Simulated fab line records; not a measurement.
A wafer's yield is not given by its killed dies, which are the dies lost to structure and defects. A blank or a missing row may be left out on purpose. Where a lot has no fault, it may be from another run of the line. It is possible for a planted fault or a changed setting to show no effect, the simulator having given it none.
Chamber matching || flow nand_harc || NHARC_A_STAIRCASE_DEP_259 on pecvd-04: 3 sister chambers
The step deposits SiON, target thk 30 nm. 6 wafers are shown with their chamber, then 12 later ones without.

== WAFERS WITH THEIR CHAMBER ==
{"wafer": "L083.5", "chamber": 1, "heater_power_w (W)": 608}
{"wafer": "L088.5", "chamber": 0, "heater_power_w (W)": 741}
{"wafer": "L088.6", "chamber": 2, "heater_power_w (W)": 724}
{"wafer": "L091.1", "chamber": 1, "heater_power_w (W)": 603}
{"wafer": "L091.2", "chamber": 0, "heater_power_w (W)": 630}
{"wafer": "L091.3", "chamber": 2, "heater_power_w (W)": 729}

== WAFERS WITH NO CHAMBER GIVEN ==
{"wafer": "L094.2", "heater_power_w (W)": 525}
{"wafer": "L094.4", "heater_power_w (W)": 818}
{"wafer": "L094.5", "heater_power_w (W)": 595}
{"wafer": "L095.3", "heater_power_w (W)": 503}
{"wafer": "L095.4", "heater_power_w (W)": 761}
{"wafer": "L095.5", "heater_power_w (W)": 695}
{"wafer": "L093.1", "heater_power_w (W)": 689}
{"wafer": "L093.3", "heater_power_w (W)": 582}
{"wafer": "L093.6", "heater_power_w (W)": 589}
{"wafer": "L097.3", "heater_power_w (W)": 764}
{"wafer": "L097.4", "heater_power_w (W)": 736}
{"wafer": "L097.6", "heater_power_w (W)": 705}

== THE CHAMBER EACH PASSED THROUGH ==
{"wafer": "L094.2", "from the rows above": "can't be placed: 1 or 0", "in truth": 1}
{"wafer": "L094.4", "from the rows above": "can't be placed: 2 or 0", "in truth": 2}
{"wafer": "L094.5", "from the rows above": "can't be placed: 1 or 0", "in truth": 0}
{"wafer": "L095.3", "from the rows above": "can't be placed: 1 or 0", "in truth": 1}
{"wafer": "L095.4", "from the rows above": "can't be placed: 2 or 0", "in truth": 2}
{"wafer": "L095.5", "from the rows above": "can't be placed: 0 or 2 or 1", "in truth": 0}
{"wafer": "L093.1", "from the rows above": "can't be placed: 0 or 2 or 1", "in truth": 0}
{"wafer": "L093.3", "from the rows above": "can't be placed: 1 or 0", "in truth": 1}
{"wafer": "L093.6", "from the rows above": "can't be placed: 1 or 0", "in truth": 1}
{"wafer": "L097.3", "from the rows above": "can't be placed: 2 or 0", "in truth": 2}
{"wafer": "L097.4", "from the rows above": "can't be placed: 2 or 0", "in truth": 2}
{"wafer": "L097.6", "from the rows above": "can't be placed: 0 or 2 or 1", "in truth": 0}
0 of 12 placed correctly. Not placeable from these rows: 12 (in 12, the candidates include the true chamber). Number placed wrongly: 0.
How it was worked out, from the rows above alone: a wafer's distance from a chamber is the root of the sum, over the readings, of the square of ((its reading less the chamber's mean) divided by the reading's scatter). The wafer belongs to the nearest chamber; if the next one is less than 2 further off, it can't be placed. Each chamber's mean is taken over the wafers shown for it. The scatter: the root of (the sum of the squares of (reading less its chamber's mean) over the shown wafers, divided by (wafers less chambers)).
